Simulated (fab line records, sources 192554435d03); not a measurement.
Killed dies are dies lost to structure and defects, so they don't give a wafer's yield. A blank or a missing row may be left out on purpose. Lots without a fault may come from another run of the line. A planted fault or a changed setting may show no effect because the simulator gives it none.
A struck lot beside a sound one | flow n5_finfet | 37 steps out of a route of 1938
Sound: wafers L434.2, L434.4, L434.6. Struck: wafers L445.2, L445.3, L445.6. The cause comes at the end.
At each step with rows: each side's tool, then ch and its chambers, then its first start. Under that, the readings that differ: sound wafers | struck wafers | difference of the means | sigmas: that difference in standard deviations of wafers without a fault.
alike: readings whose means differ by less than 2 such deviations, and words and numbers that are the same on both sides. not compared: withheld readings, readings that some wafer has no value for, bounds like >300 that may hide the same value, and numbers for which the record gives no deviation and whose values overlap.
The two part at a step that has a row with sigmas, a row that says differs or no value, or rows on one side only. Numbers that don't overlap but have no deviation are shown without sigmas and don't part them. A reading that every wafer of one side lacks parts them only if that side has two wafers or more.

first, 9 steps without rows for these wafers: N5_SDB_PRECLEAN_38 (cleans in dHF, time 10 s); N5_SDB_PRECLEAN_39 (cleans in O3/DIW, time 45 s); N5_SDB_SRD_28 (time 30 s); N5_SDB_ALD_29 (deposits SiNx, target thk 30 nm, pulse time 1 s, ald cycles 600); N5_SDB_CMP_30 (polishes, stops on poly-Si, t overpolish 1.54 s, target thk 30 nm); N5_DUMMY_REMOVAL_HM_STRIP_01 (strips SiNx in CH3F/O2, stops on poly-Si, target depth 4 nm, time 6.8 s); N5_DUMMY_REMOVAL_STRIP_10 (strips in N2/H2, time 40 s); N5_DUMMY_REMOVAL_PRECLEAN_07 (cleans in dHF, time 30 s); N5_DUMMY_REMOVAL_DUMMY_REMOVE_02 (chemistry TMAH, target poly-Si, stops on SiO2, target depth 142 nm, time 57 s, rinse time 30 s).
N5_DUMMY_REMOVAL_PRECLEAN_08: cleans in NF3:NH3, afs cycles 2, time 20 s, sublimation time 60 s.
  sound on remote_plasma-01 ch 1, day 5 04:25; struck on remote_plasma-01 ch 0, day 7 22:08
  alike: pressure_torr, sublimation_temp_c
then, 26 steps without rows for these wafers: N5_DUMMY_REMOVAL_PRECLEAN_04 (cleans in DHF, time 37 s); N5_DUMMY_REMOVAL_SRD_05 (time 30 s); N5_HKMG_FIN_IL_REGROW_00 (material SiO2, chemistry O3, target thk 0.75 nm, time 30 s); N5_HKMG_FIN_HK_ALD_01 (deposits HfO2, target thk 1.6 nm, pulse time 3 s, purge time 3 s); N5_HKMG_FIN_HK_ANNEAL_02 (time 30 s); N5_HKMG_FIN_ALD_74 (deposits La2O3, target thk 0.5 nm, pulse time 6 s, co reactant pulse time 1 s); N5_HKMG_FIN_ALD_75 (deposits Al2O3, target thk 1 nm, co reactant pulse time 1 s); N5_HKMG_FIN_COAT_41 (time 60 s, resist thk 300 nm); N5_HKMG_FIN_COAT_42 (time 60 s, resist thk 35 nm); N5_HKMG_FIN_COAT_43 (resist thk 90 nm); N5_HKMG_FIN_EBR_45; N5_HKMG_FIN_SOFTBAKE_44 (time 60 s); N5_HKMG_FIN_EXPOSE_46 (exposes mask NDIPOLE); N5_HKMG_FIN_PEB_47 (peb time 60 s); N5_HKMG_FIN_DEVELOP_48 (develop time 30 s); N5_HKMG_FIN_DESCUM_53 (chemistry O2, time 7.9 s); N5_HKMG_FIN_ETCH_54 (etches SiARC in CF4, target depth 45.5 nm, time 75.8 s); N5_HKMG_FIN_ETCH_55 (etches SOC in N2/H2, target depth 240 nm, time 300 s); N5_HKMG_FIN_STRIP_56 (strips in N2/H2); N5_HKMG_FIN_STRIP_57 (strips in CF4); N5_HKMG_FIN_ETCH_58 (etches SOC in N2/H2, target depth 215.8 nm, time 741 s); N5_HKMG_FIN_STRIP_93 (strips SOC in N2/H2, time 20 s); N5_HKMG_FIN_WET_ETCH_76 (etches Al2O3 in dNH4OH, stops on La2O3, target depth 2.25 nm, rinse time 30 s); N5_HKMG_FIN_STRIP_60 (strips in N2/H2, time 360 s); N5_HKMG_FIN_WET_ETCH_77 (etches La2O3 in dHCl, stops on HfO2, target depth 2 nm); N5_HKMG_FIN_WET_ETCH_78 (etches Al2O3 in dNH4OH, stops on La2O3, target depth 4.5 nm, rinse time 30 s).
-- the record jumps here: 9 days lie between the struck wafers' starts before and after (it left off in module HKMG_FIN and takes up again in module PASSIVATION, whose first step shown is number 1936 of the route) --
N5_PASSIVATION_PROBE_49:
  the record has rows for the struck wafers here (prober-02, day 16 16:20) and none for the sound ones

WHERE THEY PART
Only at N5_PASSIVATION_PROBE_49, within this record.

WHY: what the simulator had put in
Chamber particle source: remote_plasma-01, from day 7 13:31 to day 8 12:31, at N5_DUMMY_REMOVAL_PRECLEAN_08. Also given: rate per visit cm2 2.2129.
